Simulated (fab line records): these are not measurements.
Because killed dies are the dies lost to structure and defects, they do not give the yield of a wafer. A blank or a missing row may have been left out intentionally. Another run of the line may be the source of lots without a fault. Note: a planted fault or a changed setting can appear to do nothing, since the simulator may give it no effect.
Matching of chambers + flow n5 finfet + rie diel-01 running N5_HKMG_FIN_ETCH_58: 4 sister chambers
The step etches SOC in N2/H2, target depth 215.8 nm, time 741 s. 14 wafers are shown with their chamber, then 7 later ones without.

## EACH WAFER AND ITS CHAMBER
| wafer  | chamber | drypump motor current A (A) | showerhead plenum p Torr (Torr) | throttle valve pct (%) |
|--------|---------|-----------------------------|---------------------------------|------------------------|
| L077.2 | 2       | 5.5                         | 2.56                            | 17.64                  |
| L077.3 | 0       | 6.3                         | 2.73                            | 17.92                  |
| L077.6 | 0       | 6.2                         | 2.73                            | 17.90                  |
| L078.1 | 1       | 5.9                         | 2.51                            | 18.04                  |
| L078.4 | 3       | 6.5                         | 2.54                            | 17.52                  |
| L078.6 | 3       | 6.5                         | 2.54                            | 17.51                  |
| L087.1 | 1       | 6.0                         | 2.50                            | 18.08                  |
| L087.2 | 3       | 6.5                         | 2.54                            | 17.54                  |
| L087.6 | 0       | 6.2                         | 2.72                            | 17.94                  |
| L089.1 | 0       | 6.2                         | 2.72                            | 17.95                  |
| L089.2 | 1       | 5.9                         | 2.50                            | 18.07                  |
| L089.5 | 0       | 6.2                         | 2.72                            | 17.95                  |
| L094.1 | 1       | 6.0                         | 2.49                            | 18.10                  |
| L094.3 | 2       | 5.5                         | 2.54                            | 17.70                  |

SIGNATURES, as means of the wafers listed above
| reading                  | chamber 0 | chamber 1 | chamber 2 | chamber 3 | scatter within a chamber |
|--------------------------|-----------|-----------|-----------|-----------|--------------------------|
| drypump motor current A  | 6.220     | 5.950     | 5.500     | 6.500     | 0.0424                   |
| showerhead plenum p Torr | 2.7240    | 2.5000    | 2.5500    | 2.5400    | 0.00721                  |
| throttle valve pct       | 17.9320   | 18.0725   | 17.6700   | 17.5233   | 0.0245                   |
Rule: distance of a wafer from a chamber = root of the sum over the readings of ((wafer's reading minus chamber's mean) / reading's scatter) squared. The wafer belongs to the nearest chamber; if the next one is less than 2 further off, it can't be placed. The scatter: take each reading less its chamber's mean, square it, sum over the shown wafers, divide by the number of wafers less the number of chambers, and take the root.

## WAFERS WITHOUT THEIR CHAMBER
| wafer  | drypump motor current A (A) | showerhead plenum p Torr (Torr) | throttle valve pct (%) |
|--------|-----------------------------|---------------------------------|------------------------|
| L094.4 | 6.4                         | 2.53                            | 17.57                  |
| L095.1 | 6.4                         | 2.53                            | 17.58                  |
| L095.3 | 6.2                         | 2.71                            | 17.97                  |
| L095.6 | 5.9                         | 2.49                            | 18.10                  |
| L096.1 | 5.6                         | 2.54                            | 17.70                  |
| L096.5 | 5.9                         | 2.49                            | 18.11                  |
| L096.6 | 5.6                         | 2.54                            | 17.71                  |

## CHAMBER TAKEN BY EACH
| wafer  | from the rows above | in truth |
|--------|---------------------|----------|
| L094.4 | 3                   | 3        |
| L095.1 | 3                   | 3        |
| L095.3 | 0                   | 0        |
| L095.6 | 1                   | 1        |
| L096.1 | 2                   | 2        |
| L096.5 | 1                   | 1        |
| L096.6 | 2                   | 2        |
Placed correctly: 7 of 7. Left unplaced by these rows: 0. 0 placed wrongly.
